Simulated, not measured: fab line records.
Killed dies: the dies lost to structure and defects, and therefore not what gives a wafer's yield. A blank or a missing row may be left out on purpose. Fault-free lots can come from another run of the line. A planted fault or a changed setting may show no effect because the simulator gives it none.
Which tool was responsible? | flow n5_finfet | 24 lots, 72 wafers sampled, at 2 steps of a route of 1938

== WHAT THE GAUGES SHOWED, per wafer ==
N5_BEOL_M8_INSPECT_58: inspects for defects (darkfield).
lot  | measured     | on                | raw_defect_count
L076 | day 11 08:59 | defect_inspect-01 | 86 91 51
L074 | day 11 09:10 | defect_inspect-01 | 36 43 58
L075 | day 11 14:23 | defect_inspect-01 | 42 64 36
L077 | day 11 18:37 | defect_inspect-02 | 45 90 58
L078 | day 12 03:29 | defect_inspect-02 | 83 110 54
L079 | day 12 14:46 | defect_inspect-01 | 49 67 45
L081 | day 12 16:47 | defect_inspect-01 | 71 115 90
L080 | day 12 20:59 | defect_inspect-02 | 56 69 67
L082 | day 12 23:29 | defect_inspect-01 | 52 61 53
L085 | day 13 04:28 | defect_inspect-01 | 80 77 45
L083 | day 13 08:31 | defect_inspect-01 | 79 52 84
L084 | day 13 19:41 | defect_inspect-01 | 55 82 70
L087 | day 14 01:32 | defect_inspect-02 | 72 72 95
L089 | day 14 04:09 | defect_inspect-01 | 56 58 50
L086 | day 14 05:49 | defect_inspect-02 | 65 90 77
L088 | day 14 20:22 | defect_inspect-01 | 60 59 55
L090 | day 14 23:49 | defect_inspect-01 | 52 74 62
L091 | day 15 13:55 | defect_inspect-02 | 81 47 54
L092 | day 15 17:42 | defect_inspect-02 | 55 52 44
L093 | day 16 02:59 | defect_inspect-01 | 90 102 66
L094 | day 16 05:01 | defect_inspect-02 | 71 82 53
L096 | day 16 06:03 | defect_inspect-02 | 67 50 67
L095 | day 16 06:14 | defect_inspect-01 | 58 67 57
L097 | day 17 02:08 | defect_inspect-01 | 45 61 79

== WHICH TOOL RAN EACH LOT (tool, then ch and the chambers of the sampled wafers, then the start) ==
lot  | N5_BEOL_M8_ANNEAL_51
L076 | rtp_anneal-01 ch 0, day 11 08:11
L074 | rtp_anneal-01 ch 0, day 11 08:25
L075 | rtp_anneal-02 ch 0, day 11 13:37
L077 | rtp_anneal-02 ch 0, day 11 17:53
L078 | rtp_anneal-01 ch 0, day 12 02:44
L079 | rtp_anneal-01 ch 0, day 12 14:01
L081 | rtp_anneal-02 ch 0, day 12 16:04
L080 | rtp_anneal-01 ch 0, day 12 20:14
L082 | rtp_anneal-02 ch 0, day 12 22:45
L085 | rtp_anneal-01 ch 0, day 13 03:44
L083 | rtp_anneal-01 ch 0, day 13 07:46
L084 | rtp_anneal-02 ch 0, day 13 18:58
L087 | rtp_anneal-01 ch 0, day 14 00:52
L089 | rtp_anneal-02 ch 0, day 14 03:25
L086 | rtp_anneal-02 ch 0, day 14 05:05
L088 | rtp_anneal-02 ch 0, day 14 19:32
L090 | rtp_anneal-01 ch 0, day 14 23:05
L091 | rtp_anneal-01 ch 0, day 15 13:10
L092 | rtp_anneal-01 ch 0, day 15 16:58
L093 | rtp_anneal-02 ch 0, day 16 02:17
L094 | rtp_anneal-02 ch 0, day 16 04:21
L096 | rtp_anneal-02 ch 0, day 16 05:18
L095 | rtp_anneal-01 ch 0, day 16 05:29
L097 | rtp_anneal-01 ch 0, day 17 01:21
- N5_BEOL_M8_ANNEAL_51: time 90 s.

== AS READ BY THE TOOLS THEMSELVES (means over the sampled wafers that have a number; for cases with no such wafer, the mark the record gives instead) ==
N5_BEOL_M8_ANNEAL_51.
lot  | tool          | wafer_temp_C_max
L076 | rtp_anneal-01 | 225.54
L074 | rtp_anneal-01 | 225.33
L075 | rtp_anneal-02 | 225.81
L077 | rtp_anneal-02 | 226.04
L078 | rtp_anneal-01 | 225.69
L079 | rtp_anneal-01 | 225.54
L081 | rtp_anneal-02 | 226.13
L080 | rtp_anneal-01 | 225.90
L082 | rtp_anneal-02 | 226.19
L085 | rtp_anneal-01 | 225.92
L083 | rtp_anneal-01 | 225.41
L084 | rtp_anneal-02 | 225.97
L087 | rtp_anneal-01 | 225.63
L089 | rtp_anneal-02 | 225.96
L086 | rtp_anneal-02 | 225.95
L088 | rtp_anneal-02 | 226.09
L090 | rtp_anneal-01 | 225.62
L091 | rtp_anneal-01 | 225.66
L092 | rtp_anneal-01 | 225.76
L093 | rtp_anneal-02 | 226.17
L094 | rtp_anneal-02 | 226.05
L096 | rtp_anneal-02 | 225.88
L095 | rtp_anneal-01 | 225.91
L097 | rtp_anneal-01 | 225.67

== THE ANSWER, worked out from the rows above alone ==
Rule: usual is defined by the lots themselves. Put in order of their means at a reading, lots are off if they are a third of the lots or fewer, leave a main group of 4 or more, and stand apart from it by a gap of 3 or more times the standard deviation of the main group's means; of several such gaps the widest counts. The tables above print the reading to a certain number of digits; a main group whose means all agree to those digits is not used. A lot without any number at a reading at which 4 lots or more have one is off too. Where the step has rows for the other lots, those lots are counted as sound. The gauges are gone through in route order, then the tools' own readings, and for those a lot's mean is taken as printed above. The first step at which some lot is off is used, and at that step the reading that is off furthest; a lot without a number counts as furthest.
None of the lots is off at any reading shown; this tells nothing.

== WHAT HAD BEEN PUT IN BY THE SIMULATOR ==
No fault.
